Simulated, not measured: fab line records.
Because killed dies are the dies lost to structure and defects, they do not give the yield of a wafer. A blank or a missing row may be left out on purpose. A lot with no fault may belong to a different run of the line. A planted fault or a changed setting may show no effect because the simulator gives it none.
fab line records ; flow n5_finfet
record lots=5; wafers=15; last_day=18
route steps=1938 shown BEOL_M14@1761 BEOL_M15@1773 PASSIVATION@1936
lots that met no fault: taken from a fault-free run of the same line
start_h: hours from the record's opening day to when the first of the lot's shown wafers began ; wait_h: how many hours have passed since the lot's step before this one ; " the same as in the row above ; L1.1+2: several wafers, shown together as one row ; - no value present, or no start provided ; * or withheld: withheld ; < > ~ a bound
route shown NAME@n: names a module that has steps shown in the file, with the first one's number in the route ; usual: the fault-free wafers' mean and standard deviation ; same: alike in all rows ; chamber/n: place in a boat ; sites: each site's reading ; _std_site: standard deviation of those values ; _edge_site: outer sites' mean less inner sites' ; radius_mm: how far each site lies from the wafer's centre ; mask NAME#n: copy n ; behind: the tool/chamber that last shaped the wafer ; hold: why the lot was held/for how many hours/how that ended ; device: which transistor (n, p or np) failed to switch ; end of line: tests of these same wafers at the route's end ; a step given without rows: its recipe and nothing more ; killed: the dies lost at the first sort to structure and to defects; this is not the yield of the wafer ; map: a wafer's dies, x killed, . not, _ none there
set.NAME: the setting the step ran with; set.NAME@STEP: the setting that earlier step ran with ; model.NAME: the simulator's own value behind a step, which no gauge read
lots seen at some steps along the route; tables by step, rows by wafer
services: from which hour (start_h, from the record's first day; less than 0 if before it) a tool's chamber was out of use, for how many hours, and why
## steps
# step N5_BEOL_M14_PRE_CLEAN_42
# recipe gas=H2/He; time_s=30; temp_c=300
# usual heater_power_w=440/43
lot.wafer;tool;chamber;start_h;wait_h;heater_power_w
L361.2;pvd_sputter-02;-;295.48;0.0;426
L361.4;pvd_sputter-02;-;295.48;0.0;448
L361.5;pvd_sputter-02;-;295.48;0.0;424
L363.1;pvd_sputter-03;-;303.02;0.0;466
L363.3;pvd_sputter-03;-;303.02;0.0;422
L363.5;pvd_sputter-03;-;303.02;0.0;413
L368.2;pvd_sputter-01;-;336.72;0.0;418
L368.3;pvd_sputter-01;-;336.72;0.0;549
L368.5;pvd_sputter-01;-;336.72;0.0;421
L376.2;pvd_sputter-03;-;384.57;0.0;456
L376.3;pvd_sputter-03;-;384.57;0.0;421
L376.5;pvd_sputter-03;-;384.57;0.0;462
L381.2;pvd_sputter-02;-;406.75;0.0;446
L381.5;pvd_sputter-02;-;406.75;0.0;419
L381.6;pvd_sputter-02;-;406.75;0.0;494
# step N5_BEOL_M14_SPUTTER_43
# recipe material=TaN; target_thk_a=150; temp_c=50; bias_v=168.6; power_w=15000; chamber_pressure_pa=0.12; time_s=24.19
# usual cathode_dc_power_W=15000/2.8; throttle_valve_pct=29.7/1.2
lot.wafer;tool;chamber;start_h;wait_h;cathode_dc_power_W;throttle_valve_pct
L361.2;pvd_sputter-02;-;295.52;0.0;15004;30.3
L361.4;pvd_sputter-02;-;295.52;0.0;14998;28.1
L361.5;pvd_sputter-02;-;295.52;0.0;15006;30.3
L363.1;pvd_sputter-03;-;303.06;0.0;15000;28.6
L363.3;pvd_sputter-03;-;303.06;0.0;14997;30.0
L363.5;pvd_sputter-03;-;303.06;0.0;15000;30.0
L368.2;pvd_sputter-01;-;336.76;0.0;15002;30.6
L368.3;pvd_sputter-01;-;336.76;0.0;15000;29.1
L368.5;pvd_sputter-01;-;336.76;0.0;14997;30.5
L376.2;pvd_sputter-03;-;384.61;0.0;14998;28.5
L376.3;pvd_sputter-03;-;384.61;0.0;15002;30.5
L376.5;pvd_sputter-03;-;384.61;0.0;15000;28.2
L381.2;pvd_sputter-02;-;406.79;0.0;14998;27.9
L381.5;pvd_sputter-02;-;406.79;0.0;14999;30.3
L381.6;pvd_sputter-02;-;406.79;0.0;15004;30.4
# step N5_BEOL_M14_SPUTTER_44
# recipe material=Ta; target_thk_a=150; temp_c=50; bias_v=80; power_w=15000; chamber_pressure_pa=0.07; time_s=24.19
# step N5_BEOL_M14_SPUTTER_45
# recipe material=Cu; target_thk_a=1000; temp_c=-20; bias_v=60; power_w=26000; chamber_pressure_pa=0.13; time_s=16.67
# usual cathode_dc_power_W=26000/5; chuck_sensor_temp_C=-16.1/0.51; throttle_valve_pct=29.7/1.1
lot.wafer;tool;chamber;start_h;wait_h;cathode_dc_power_W;chuck_sensor_temp_C;throttle_valve_pct
L361.2;pvd_sputter-02;-;295.68;0.0;25996;-15.6;30.2
L361.4;pvd_sputter-02;-;295.68;0.0;26004;-15.8;28.0
L361.5;pvd_sputter-02;-;295.68;0.0;26003;-15.6;30.0
L363.1;pvd_sputter-03;-;303.22;0.0;25997;-16.7;28.3
L363.3;pvd_sputter-03;-;303.22;0.0;25995;-16.3;29.8
L363.5;pvd_sputter-03;-;303.22;0.0;25999;-16.2;29.9
L368.2;pvd_sputter-01;-;336.92;0.0;26002;-16.4;30.5
L368.3;pvd_sputter-01;-;336.92;0.0;26005;-15.1;29.4
L368.5;pvd_sputter-01;-;336.92;0.0;26010;-16.3;30.7
L376.2;pvd_sputter-03;-;384.77;0.0;25999;-16.3;28.3
L376.3;pvd_sputter-03;-;384.77;0.0;26001;-16.7;30.7
L376.5;pvd_sputter-03;-;384.77;0.0;26006;-16.7;28.1
L381.2;pvd_sputter-02;-;406.95;0.0;26000;-15.8;28.2
L381.5;pvd_sputter-02;-;406.95;0.0;25994;-15.6;30.3
L381.6;pvd_sputter-02;-;406.95;0.0;26000;-16.3;30.0
# step N5_BEOL_M14_ECD_47
# recipe material=Cu; target_thk_a=12480
# step N5_BEOL_M14_ANNEAL_48
# recipe temp_c=225; time_s=90; ambient=N2
# step N5_BEOL_M14_CMP_49
# recipe stop_on=SiO2; t_overpolish_s=5.2; down_force_psi=2; platen_rpm=80; clearing_platen_down_force_psi=2; clearing_platen_rpm=80; post_cmp_clean=cu_alkaline; target_thk_nm=560; clearing_platen_pad_velocity_m_s=1.5917; pad_velocity_m_s=1.5917
# usual barrier_field_endpoint_s=11.37/0.27; clearing_platen_rpm=80.00/0.044; motor_current_A=8.3/0.62; overpolish_run_s=5.200/0.0088; time_to_endpoint_s=120/4.8
# same t_overpolish_s=5.2
lot.wafer;tool;chamber;start_h;wait_h;barrier_field_endpoint_s;clearing_platen_rpm;motor_current_A;overpolish_run_s;time_to_endpoint_s
L361.4;cmp-04;3;296.38;0.2;11.24;79.97;6.9;5.207;124
L361.2;cmp-04;1;296.38;0.2;11.15;80.00;8.7;5.192;117
L361.5;cmp-04;2;296.38;0.2;11.63;79.93;8.3;5.194;123
L363.1;cmp-02;0;303.86;0.3;11.14;80.01;9.0;5.188;116
L363.3;cmp-02;2;303.86;0.3;11.42;79.96;8.4;5.193;125
L363.5;cmp-02;0;303.86;0.3;11.33;80.00;9.6;5.216;121
L368.3;cmp-04;1;337.57;0.2;11.19;80.04;8.9;5.199;120
L368.2;cmp-04;2;337.57;0.2;11.65;79.96;7.6;5.192;125
L368.5;cmp-04;1;337.57;0.2;11.36;80.00;8.9;5.216;123
L376.2;cmp-02;2;385.45;0.3;11.02;79.98;8.2;5.206;114
L376.3;cmp-02;3;385.45;0.3;11.14;80.06;7.5;5.205;119
L376.5;cmp-02;1;385.45;0.3;11.16;80.03;7.9;5.193;118
L381.2;cmp-04;2;407.60;0.2;11.32;80.05;8.0;5.206;124
L381.6;cmp-04;1;407.60;0.2;10.97;79.91;8.7;5.192;116
L381.5;cmp-04;2;407.60;0.2;11.48;79.97;8.0;5.192;122
# step N5_BEOL_M14_THK_MEAS_50
# recipe thk_meas_gauge=xrf; reads=Cu_of_BEOL_M14_ECD_47
# usual M14_THK=565/14
lot.wafer;tool;chamber;start_h;wait_h;M14_THK[nm]
L361.2;film_metro-02;-;296.63;-;586
L361.4;film_metro-02;-;296.63;-;592
L361.5;film_metro-02;-;296.63;-;585
L363.1;film_metro-02;-;304.12;-;540
L363.3;film_metro-02;-;304.12;-;579
L363.5;film_metro-02;-;304.12;-;561
L368.2;film_metro-02;-;337.82;-;572
L368.3;film_metro-02;-;337.82;-;581
L368.5;film_metro-02;-;337.82;-;543
L376.2;film_metro-02;-;385.67;-;567
L376.3;film_metro-02;-;385.67;-;577
L376.5;film_metro-02;-;385.67;-;572
L381.2;film_metro-02;-;407.85;-;589
L381.5;film_metro-02;-;407.85;-;583
L381.6;film_metro-02;-;407.85;-;584
# step N5_BEOL_M14_PRE_CLEAN_52
# recipe gas=NH3; time_s=15; temp_c=withheld; rf_power_w=300
# step N5_BEOL_M14_DEP_53
# recipe material=SiCN; target_thk_a=500; temp_c=withheld; precursor=3MS/NH3; pressure_torr=3; rf_w=675; time_s=17.8
# usual showerhead_plenum_p_Torr=4.151/0.026; throttle_valve_pct=18.0/0.91
lot.wafer;tool;chamber;start_h;wait_h;showerhead_plenum_p_Torr;since_wet_clean_h;throttle_valve_pct
L361.2;pecvd-01;2;296.69;0.0;4.170;65;16.4
L361.4;pecvd-01;0;296.69;0.0;4.183;-;17.6
L361.5;pecvd-01;1;296.69;0.0;4.142;-;16.9
L363.1;pecvd-04;0;304.18;0.0;4.170;1371;18.1
L363.3;pecvd-04;1;304.18;0.0;4.164;2096;18.7
L363.5;pecvd-04;0;304.18;0.0;4.163;-;18.5
L368.2;pecvd-04;1;337.88;0.0;4.178;2129;18.9
L368.3;pecvd-04;0;337.88;0.0;4.161;1404;18.2
L368.5;pecvd-04;1;337.88;0.0;4.177;-;18.8
L376.2;pecvd-04;2;385.75;0.0;4.113;697;17.6
L376.3;pecvd-04;0;385.75;0.0;4.162;-;18.2
L376.5;pecvd-04;0;385.75;0.0;4.166;-;18.1
L381.2;pecvd-02;0;407.91;0.0;4.195;1112;19.2
L381.5;pecvd-02;1;407.91;0.0;4.137;-;19.3
L381.6;pecvd-02;0;407.91;0.0;4.184;-;19.2
# step N5_BEOL_M14_RS_MEAS_54
# recipe thk_meas_gauge=four-point-probe; reads=Cu_of_BEOL_M14_ECD_47+Ta_of_BEOL_M14_SPUTTER_44+TaN_of_BEOL_M14_SPUTTER_43
# usual M14_RS=0.0331/0.00085
lot.wafer;tool;chamber;start_h;wait_h;M14_RS[ohm/sq]
L361.2;film_metro-01;-;296.76;0.1;0.0321
L361.4;film_metro-01;-;296.76;0.1;0.0317
L361.5;film_metro-01;-;296.76;0.1;0.0320
L363.1;film_metro-02;-;304.25;0.0;0.0343
L363.3;film_metro-02;-;304.25;0.0;0.0320
L363.5;film_metro-02;-;304.25;0.0;0.0331
L368.2;film_metro-02;-;337.95;0.1;0.0325
L368.3;film_metro-02;-;337.95;0.1;0.0321
L368.5;film_metro-02;-;337.95;0.1;0.0345
L376.2;film_metro-01;-;385.83;0.1;0.0330
L376.3;film_metro-01;-;385.83;0.1;0.0324
L376.5;film_metro-01;-;385.83;0.1;0.0329
L381.2;film_metro-02;-;407.98;0.1;0.0317
L381.5;film_metro-02;-;407.98;0.1;0.0323
L381.6;film_metro-02;-;407.98;0.1;0.0321
# step N5_BEOL_M14_INSPECT_55
# recipe inspect_instrument=darkfield; mode=post_dep
# usual raw_defect_count=75/21
lot.wafer;tool;chamber;start_h;wait_h;raw_defect_count
L361.2;defect_inspect-01;-;296.79;0.0;69
L361.4;defect_inspect-01;-;296.79;0.0;116
L361.5;defect_inspect-01;-;296.79;0.0;93
L363.1;defect_inspect-02;-;304.27;0.0;41
L363.3;defect_inspect-02;-;304.27;0.0;76
L363.5;defect_inspect-02;-;304.27;0.0;57
L368.2;defect_inspect-01;-;337.98;0.0;61
L368.3;defect_inspect-01;-;337.98;0.0;100
L368.5;defect_inspect-01;-;337.98;0.0;73
L376.2;defect_inspect-01;-;385.86;0.0;62
L376.3;defect_inspect-01;-;385.86;0.0;67
L376.5;defect_inspect-01;-;385.86;0.0;72
L381.2;defect_inspect-01;-;408.01;0.0;34
L381.5;defect_inspect-01;-;408.01;0.0;66
L381.6;defect_inspect-01;-;408.01;0.0;52
# step N5_BEOL_M15_ILD_DEP_00
# recipe material=SiO2; target_thk_a=16293; temp_c=400; precursor=TEOS/O2; pressure_torr=6.5; rf_w=900; teos_flow_sccm=161.4; gas=O2; flow_sccm=2650; time_s=346.1
# usual heater_power_w=530/81; showerhead_plenum_p_Torr=8.34/0.037; throttle_valve_pct=19.4/1.3
lot.wafer;tool;chamber;start_h;wait_h;heater_power_w;showerhead_plenum_p_Torr;since_wet_clean_h;throttle_valve_pct
L361.2;pecvd-03;2;296.82;0.0;513;8.36;428;17.6
L361.4;pecvd-03;2;296.82;0.0;397;8.37;-;17.7
L361.5;pecvd-03;1;296.82;0.0;488;8.32;-;20.5
L363.1;pecvd-03;0;304.31;0.0;625;8.35;1189;21.0
L363.3;pecvd-03;2;304.31;0.0;479;8.37;435;17.8
L363.5;pecvd-03;0;304.31;0.0;689;8.37;-;21.1
L368.2;pecvd-03;0;338.01;0.0;528;8.35;1223;21.1
L368.3;pecvd-03;1;338.01;0.0;512;8.33;1948;20.3
L368.5;pecvd-03;0;338.01;0.0;637;8.36;-;20.8
L376.2;pecvd-02;0;385.89;0.0;570;8.39;1090;19.7
L376.3;pecvd-02;2;385.89;0.0;511;8.28;336;18.6
L376.5;pecvd-02;1;385.89;0.0;660;8.31;-;20.1
L381.2;pecvd-03;0;408.04;0.0;689;8.36;1293;21.2
L381.5;pecvd-03;1;408.04;0.0;540;8.36;-;20.4
L381.6;pecvd-03;0;408.04;0.0;535;8.36;-;21.0
# step N5_BEOL_M15_THK_MEAS_01
# recipe reads=SiO2_of_BEOL_M15_ILD_DEP_00
# usual M15_ILD_THK=1636/21
lot.wafer;tool;chamber;start_h;wait_h;M15_ILD_THK[nm]
L361.2;film_metro-02;-;297.07;0.1;1634
L361.4;film_metro-02;-;297.07;0.1;1635
L361.5;film_metro-02;-;297.07;0.1;1663
L363.1;film_metro-02;-;304.56;0.1;1602
L363.3;film_metro-02;-;304.56;0.1;1613
L363.5;film_metro-02;-;304.56;0.1;1633
L368.2;film_metro-02;-;338.26;0.1;1618
L368.3;film_metro-02;-;338.26;0.1;1579
L368.5;film_metro-02;-;338.26;0.1;1648
L376.2;film_metro-01;-;386.14;0.1;1638
L376.3;film_metro-01;-;386.14;0.1;1622
L376.5;film_metro-01;-;386.14;0.1;1657
L381.2;film_metro-01;-;408.29;0.1;1622
L381.5;film_metro-01;-;408.29;0.1;1671
L381.6;film_metro-01;-;408.29;0.1;1671
# step N5_BEOL_M15_COAT_58
# recipe resist=BARC; temp_c=205; time_s=60; spin_rpm=1500; resist_thk_nm=89
# step N5_BEOL_M15_COAT_04
# recipe spin_rpm=1704; resist_thk_nm=800
# step N5_BEOL_M15_EBR_06
# recipe solvent=PGMEA; ebr_width_mm=1.5
# step N5_BEOL_M15_SOFTBAKE_05
# recipe temp_c=130; time_s=60
# step N5_BEOL_M15_EXPOSE_07
# recipe mask_id=V14; na=0.8; source_shape=annular; sigma_inner=0.5; sigma_outer=0.8; polarization=unpolarized; attpsm_phase_deg=180; dose_mj=41.25
# step N5_BEOL_M15_PEB_08
# recipe peb_temp_c=130; peb_time_s=90
# step N5_BEOL_M15_DEVELOP_09
# recipe develop_time_s=45; rinse_liquid=diw; dry=air_spin; dev_temp_c=21
# step N5_BEOL_M15_HARDBAKE_14
# recipe temp_c=130; time_s=120
# step N5_BEOL_M15_CD_MEAS_10
# recipe target_cd_nm=360; landing_energy_ev=500; detector=se_inlens; polarity=opening
# usual cd_nm=360.5/1.9
lot.wafer;tool;chamber;start_h;wait_h;cd_nm
L361.2;cd_sem-02;0;297.38;-;357.5
L361.4;cd_sem-02;0;297.38;-;358.2
L361.5;cd_sem-02;0;297.38;-;359.7
L363.1;cd_sem-03;0;304.99;-;361.4
L363.3;cd_sem-03;0;304.99;-;360.3
L363.5;cd_sem-03;0;304.99;-;364.0
L368.2;cd_sem-02;0;338.57;-;361.7
L368.3;cd_sem-02;0;338.57;-;359.9
L368.5;cd_sem-02;0;338.57;-;359.9
L376.2;cd_sem-01;0;386.45;-;359.1
L376.3;cd_sem-01;0;386.45;-;358.4
L376.5;cd_sem-01;0;386.45;-;357.5
L381.2;cd_sem-01;0;408.60;-;361.9
L381.5;cd_sem-01;0;408.60;-;359.8
L381.6;cd_sem-01;0;408.60;-;358.7
# step N5_BEOL_M15_OVL_MEAS_11
# recipe points_per_wafer=44
# usual V14_OVL=0/5.1
# same points_per_wafer=44
lot.wafer;tool;chamber;start_h;wait_h;V14_OVL[nm]
L361.2;overlay-01;0;297.41;0.0;-2
L361.4;overlay-01;0;297.41;0.0;-4
L361.5;overlay-01;0;297.41;0.0;0
L363.1;overlay-02;0;305.02;0.0;6
L363.3;overlay-02;0;305.02;0.0;8
L363.5;overlay-02;0;305.02;0.0;3
L368.2;overlay-02;0;338.60;0.0;2
L368.3;overlay-02;0;338.60;0.0;7
L368.5;overlay-02;0;338.60;0.0;4
L376.2;overlay-01;0;386.48;0.0;-7
L376.3;overlay-01;0;386.48;0.0;-2
L376.5;overlay-01;0;386.48;0.0;-10
L381.2;overlay-01;0;408.63;0.0;7
L381.5;overlay-01;0;408.63;0.0;6
L381.6;overlay-01;0;408.63;0.0;3
# step N5_BEOL_M15_INSPECT_12
# recipe mode=adi; inspect_instrument=macro
# usual raw_defect_count=2.1/1.5
lot.wafer;tool;chamber;start_h;wait_h;raw_defect_count
L361.2;defect_inspect-01;-;297.43;0.0;1
L361.4;defect_inspect-01;-;297.43;0.0;1
L361.5;defect_inspect-01;-;297.43;0.0;2
L363.1;defect_inspect-01;-;305.04;0.0;1
L363.3;defect_inspect-01;-;305.04;0.0;0
L363.5;defect_inspect-01;-;305.04;0.0;1
L368.2;defect_inspect-01;-;338.62;0.0;249
L368.3;defect_inspect-01;-;338.62;0.0;1
L368.5;defect_inspect-01;-;338.62;0.0;290
L376.2;defect_inspect-02;-;386.50;0.0;2
L376.3;defect_inspect-02;-;386.50;0.0;3
L376.5;defect_inspect-02;-;386.50;0.0;5
L381.2;defect_inspect-01;-;408.65;0.0;4
L381.5;defect_inspect-01;-;408.65;0.0;1
L381.6;defect_inspect-01;-;408.65;0.0;2
# step N5_BEOL_M15_DESCUM_15
# recipe chemistry=O2; time_s=7.9; source_power_w=50; bias_power_w=20; pressure_mtorr=20; rf_frequency_hz=2.712e+07; temp_c=40; o2_flow_sccm=225
# step N5_PASSIVATION_PROBE_49
# usual defect_limited_yield=91.0/1.4; killed_at_M0_to_M3=33/11; killed_at_M4_up=14/5; killed_at_contacts=11/7.3; killed_at_front_end=43/12; killed_at_other=4/3.1; killed_dies=106/17; killed_open=69/13; killed_short=34/8.7; sort_bin_5_function=5.2/0.96; sort_bin_6_memory=3.3/0.66; sort_bin_8_speed=0.00/0.012; sort_n_pass=1074/17; sort_yield_pct=91.0/1.4
# same gross_dies=1180; killed_at_back_side=0; sort_bin_4_leakage[%]=0
lot.wafer;tool;chamber;start_h;wait_h;defect_limited_yield[%];killed_at_M0_to_M3;killed_at_M4_up;killed_at_contacts;killed_at_front_end;killed_at_other;killed_dies;killed_open;killed_short;sort_bin_5_function[%];sort_bin_6_memory[%];sort_bin_8_speed[%];sort_n_pass;sort_yield_pct[%]
L368.2;prober-01;-;357.81;0.1;83.6;46;93;4;42;8;193;70;38;10.3;4.8;0;987;83.6
L368.3;prober-01;-;357.86;0.1;91.2;39;19;3;34;9;104;60;38;4.7;3.3;0;1076;91.2
L368.5;prober-01;-;357.96;0.2;82.5;37;109;6;50;4;206;54;51;10.1;5.2;0;974;82.5
# killed by level:class
L368.2 BEOL_M15:unspecified=85 FIN_SAQP:geometric_particle:open=13 BEOL_M0_SAQP:geometric_particle:short=11 BEOL_M0:geometric_particle:open=11 FIN_SAQP:geometric_particle:short=10 BEOL_M2:geometric_particle:open=9 BEOL_M0_SAQP:geometric_particle:open=7 BEOL_M5:geometric_particle:open=5
L368.3 BEOL_M0_SAQP:geometric_particle:short=9 FIN_SAQP:geometric_particle:short=8 BEOL_M0_SAQP:geometric_particle:open=8 BEOL_M4:geometric_particle:open=8 BEOL_M1:geometric_particle:open=7 STI_FIN_REVEAL:geometric_particle:open=6 HKMG_FIN:area_etch=5 BEOL_M1:geometric_particle:short=4
L368.5 BEOL_M15:unspecified=96 BEOL_M0_SAQP:geometric_particle:short=14 FIN_SAQP:geometric_particle:open=8 BEOL_M1:geometric_particle:open=8 FIN_SAQP:geometric_particle:short=7 BEOL_M4:geometric_particle:open=7 ILD0:geometric_particle:short=6 HKMG_FIN:area_etch=5
# map L368.5 (x killed, . not)
_________________..x.........________________
______________.....x....x.x.x.x._____________
___________.....x..xx..............__________
__________.........................._________
________.x....x............x......x..._______
_______x....x.....x..........x.........______
______..x.x...xxx.x.x.x...x.....x......._____
_____..xxxxxxxxx...........x.........x...____
____.xxxxxxxxxxxx.x..x.....x........x.....___
___.x...xxxxxxxxx.xx.x......x.........x....__
___.xxxxxxxxxxxxx........x....x.......x....__
__x.xxxxxxxxxxxxxxx..x.............x........_
__....xxxxxxxxx.x..............x......x..x.._
_xx..x.x.xxxx.xxx..........x.................
_....x.xxxxxxx.x...........x.............x...
_........x.xxx..x.x.....................xx...
_...x...x.....x......................x.......
_.......x.........x.....x...........x......x.
_............x..x..x.....x..........x......x.
_x.x..............................x..x.......
_..............x.......x.....x...............
__............x....x............x....xx....._
__x......................xx.......x........._
___...x......x..................x..........__
___....x.............x.x..................x__
____......................x...............___
_____...................xx...x........x..____
______.......x.......x...x............x._____
_______...x........x......x...x..x.....______
________.............x.........x......_______
__________........x..x..........x..._________
___________........................__________
______________.x................_____________
_________________.........x..________________
# map L361.4 (x killed, . not)
_________________.....x.x....________________
______________.................._____________
___________............x..x.x.x....__________
__________................x...x....._________
________......................x......._______
_______.x....x.................x.......______
______.................................._____
_____........................x...........____
____.......x....x..x......................___
___.....x.............x...x................__
___......x........x......x.................__
__.............................x....x......._
__..x........x....x........................._
_........................x.x.x..........x.xxx
_................................x...........
_......x............x..x...........x.x......x
_............x...........x...............x...
_..xx....x...x......x......x.....x...........
_.........x.x.....x...x..x..x................
_....................x...x.x.....x...........
_x........x................x...............x.
__.....................................x...._
__x.............................x..........x_
___...............x........................__
___.......x.......x.............x..........__
____................x......xx.........x...___
_____......................x.............____
______x..........x............x....x...._____
_______.....x...x.x.....x........xx..x.______
________.........................x...._______
__________.........................._________
___________......xx...........x.x..__________
______________.............x...._____________
_________________............________________
## services
tool;chamber;start_h;hours;kind
cmp-04;-;273.48;0.8;repair
cmp-02;-;276.03;0.5;repair
cmp-02;-;277.21;8.7;pm
pecvd-01;1;292.97;3.6;repair
pecvd-04;0;292.97;2.1;scheduled_down
pecvd-01;-;297.04;28.1;pm
cmp-04;-;323.84;1.4;repair
pecvd-03;-;331.36;0.6;repair
pecvd-03;2;335.42;2.1;scheduled_down
pecvd-01;1;343.82;5.5;scheduled_down
cmp-04;-;351.66;1.4;repair
pvd_sputter-03;-;353.36;1.1;repair
pecvd-03;1;354.73;2.1;scheduled_down
pvd_sputter-03;-;355.01;3.2;repair
cmp-02;-;374.01;0.6;repair
pecvd-02;-;376.57;1.0;repair
pecvd-01;-;377.41;1.3;repair
pecvd-04;1;383.62;-;clean
pecvd-04;1;383.62;-;consumable_replace:showerhead
pecvd-04;1;383.62;29.0;scheduled_down
pecvd-04;1;383.62;29.0;vent_cycle
cmp-04;-;387.49;0.4;repair
pecvd-01;0;394.90;-;calibration
## key
first_sign step=N5_BEOL_M15_INSPECT_12; reading=raw_defect_count; direction=up; sigmas=99+; usual=2.1; struck=269.5
effect step=N5_PASSIVATION_PROBE_49; reading=killed_at_M4_up; direction=up; sigmas=17; usual=14; struck=101
more_kills_born_at N5_BEOL_M15_ILD_DEP_00@pecvd-03=181
met_at N5_BEOL_M15_ILD_DEP_00
struck_wafers L368.2,L368.5
onset_between 304.31 338.01
fault kind=chamber_particle_source; tool=pecvd-03; chamber=0; onset_h=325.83; steps=N5_BEOL_M15_ILD_DEP_00; rate_per_visit_cm2=0.44326; end_h=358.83
